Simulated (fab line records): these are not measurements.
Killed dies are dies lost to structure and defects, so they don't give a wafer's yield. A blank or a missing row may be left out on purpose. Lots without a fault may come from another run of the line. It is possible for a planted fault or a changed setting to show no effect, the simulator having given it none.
Which tool was responsible? | flow nandHarc | 18 wafers from 6 lots sampled at 5 of the route's 1302 steps

## WHAT THE GAUGES SHOWED, per wafer
NHARC_END_SORT_01.
lot  | measured     | on        | killedAtArray
L394 | day 29 12:19 | prober-02 | 50 45 46

## EACH LOT AND THE TOOL THAT RAN IT (in order: tool; ch and the chambers of the sampled wafers; start)
lot  | NHARC_P_ZERO_WELL_DESCUM_13       | NHARC_P_ZERO_WELL_EXPOSE_21      | NHARC_P_GATE_DESCUM_93            | NHARC_P_CONTACT_DEP_30
L385 | rieDiel-03 ch 0,3, day 2 17:24    | krfScanner-04 ch 0, day 2 18:23  | rieDiel-04 ch 1,2,3, day 6 17:17  | pecvd-03 ch 0,1, day 6 20:17
L388 | rieDiel-13 ch 1,2, day 3 23:23    | krfScanner-04 ch 0, day 4 00:25  | rieDiel-04 ch 0,1,2, day 7 14:27  | pecvd-03 ch 1,2, day 7 17:26
L392 | rieDiel-11 ch 2,3, day 5 15:24    | krfScanner-01 ch 0, day 5 16:26  | rieDiel-10 ch 0,1,2, day 9 08:20  | pecvd-02 ch 0,2, day 9 11:22
L394 | rieDiel-11 ch 1,2,3, day 6 11:24  | krfScanner-02 ch 0, day 6 12:19  | rieDiel-10 ch 0,1,2, day 10 03:50 | pecvd-03 ch 0,1,2, day 10 06:51
L399 | rieDiel-11 ch 2,3, day 8 13:26    | krfScanner-01 ch 0, day 8 14:28  | rieDiel-09 ch 0,1, day 12 09:31   | pecvd-03 ch 0,1, day 12 12:28
L404 | rieDiel-11 ch 1,2,3, day 10 15:31 | krfScanner-01 ch 0, day 10 16:34 | rieDiel-10 ch 1,2, day 14 06:43   | pecvd-04 ch 0,1,2, day 14 09:40
- NHARC_P_ZERO_WELL_DESCUM_13: chemistry O2, time 3 s.
- NHARC_P_ZERO_WELL_EXPOSE_21: exposes mask P NWELL, target cd 720 nm.
- NHARC_P_GATE_DESCUM_93: chemistry O2, time 3 s.
- NHARC_P_CONTACT_DEP_30: deposits SiNx, target thk 30 nm.

## THE ANSWER, worked out from the rows above alone
Rule: the usual values come from the lots themselves. The widest of any qualifying gaps counts: lots, ordered by their means at a reading, are off when they make up no more than a third of the lots, leave a main group of 4 or more, and stand apart from it by 3 or more times the standard deviation of that group's means. A main group whose means are all the same, to the digits that the tables above print for the reading, isn't used. A lot without any number at a reading at which 4 lots or more have one is off too. All remaining lots with rows at the step are treated as sound.
Across all readings shown, no lot is off: no conclusion can be drawn from this.

## WHAT THE SIMULATOR PUT IN
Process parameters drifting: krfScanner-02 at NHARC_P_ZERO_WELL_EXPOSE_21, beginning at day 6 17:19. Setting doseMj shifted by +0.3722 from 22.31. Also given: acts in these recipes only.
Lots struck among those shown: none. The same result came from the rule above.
